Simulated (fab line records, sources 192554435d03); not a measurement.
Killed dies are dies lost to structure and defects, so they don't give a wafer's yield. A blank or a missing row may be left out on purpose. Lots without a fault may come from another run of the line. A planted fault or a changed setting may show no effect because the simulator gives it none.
Split-lot experiment | flow n5_finfet | 7 lots, 21 wafers read, on a route of 1938 steps

THE SPLIT
At N5_MIM_TOP_LITHO_EXPOSE_05 (exposes mask MIM TOP, target cd 2000 nm), the setting dose_mj was moved away from the recipe's 20.5 on 5 of the 21 wafers read, by +3.8% to +5.2%. The other wafers ran this setting at the recipe's value.

FROM THE SPLIT TO THE READING: what the file shows between them, 3 steps
- N5_MIM_TOP_LITHO_PEB_06
- N5_MIM_TOP_LITHO_DEVELOP_07: develop time 60 s
- N5_MIM_TOP_LITHO_HARDBAKE_09: time 120 s

THE READING
cd_nm, in nm, at N5_MIM_TOP_LITHO_CD_MEAS_08 (target cd 2000 nm). Fault-free wafers of this fab line usually give 2000.2 nm, standard deviation 1.3 nm.

wafer  | tool, chamber at the split | dose_mj as run | against the recipe | cd_nm, nm | against lot-mates on the recipe
L083.1 | krf_scanner-01, 0          | 20.5           | recipe             | 2001.6    | -
L083.2 | krf_scanner-01, 0          | 21.38          | +4.3%              | 1993.0    | -8.3
L083.6 | krf_scanner-01, 0          | 20.5           | recipe             | 2001.1    | -
L084.1 | krf_scanner-02, 0          | 21.44          | +4.6%              | 1991.9    | -9.1
L084.5 | krf_scanner-02, 0          | 20.5           | recipe             | 2001.2    | -
L084.6 | krf_scanner-02, 0          | 20.5           | recipe             | 2000.8    | -
L085.1 | krf_scanner-02, 0          | 21.57          | +5.2%              | 1990.2    | -9.6
L085.2 | krf_scanner-02, 0          | 21.57          | +5.2%              | 1990.7    | -9.1
L085.4 | krf_scanner-02, 0          | 20.5           | recipe             | 1999.8    | -
L089.3 | krf_scanner-01, 0          | 20.5           | recipe             | 2001.3    | -
L089.4 | krf_scanner-01, 0          | 20.5           | recipe             | 1999.6    | -
L089.6 | krf_scanner-01, 0          | 20.5           | recipe             | 1999.7    | -
L090.2 | krf_scanner-02, 0          | 20.5           | recipe             | 2000.4    | -
L090.4 | krf_scanner-02, 0          | 20.5           | recipe             | 1999.8    | -
L090.5 | krf_scanner-02, 0          | 21.27          | +3.8%              | 1991.5    | -8.6
L092.1 | krf_scanner-02, 0          | 20.5           | recipe             | 2002.9    | -
L092.3 | krf_scanner-02, 0          | 20.5           | recipe             | 2001.8    | -
L092.5 | krf_scanner-02, 0          | 20.5           | recipe             | 2001.6    | -
L095.2 | krf_scanner-01, 0          | 20.5           | recipe             | 2000.3    | -
L095.5 | krf_scanner-01, 0          | 20.5           | recipe             | 2000.1    | -
L095.6 | krf_scanner-01, 0          | 20.5           | recipe             | 2001.4    | -

THE FIT
A straight line over all 21 wafers: cd_nm changes by -2.01 nm for each +1% of dose_mj; r = -0.98; the points scatter about the line by 0.95 nm.
The same after taking each lot's own level away (the mean of its wafers on the recipe; 21 wafers): -1.91 nm for each +1%; r = -0.99; scatter 0.62 nm.
On that fit, the largest move of dose_mj shifts the reading by 10 nm.
The lots' own levels span 1999.80 to 2002.10 nm, that is 1.8 times the standard deviation above.
So the lot-to-lot level changes the slope little: the two slopes agree.
Check: with one of the wafers moved furthest among these (+5.2%) left out of the fit, the line predicts -10.2 nm for it against its lot-mates. It came out at -9.6 nm against them.

OTHER SPLITS ON THESE WAFERS
These wafers also went through other splits before the reading. Each is held against what the fit with the lots' levels taken away leaves over:
other split on the same wafers        | wafers away from the commonest value | r with cd_nm (lot level and that fit taken away)
N5_BEOL_M13_CMP_49 down_force_psi     | 7                                    | -0.25
N5_BEOL_M15_PEB_26 peb_temp_c         | 7                                    | +0.00
N5_BEOL_M15_DEVELOP_27 develop_time_s | 8                                    | +0.04

THE FILE'S OWN FIT
cd_nm changes by -1.97 nm for each +1% of dose_mj, r = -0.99.
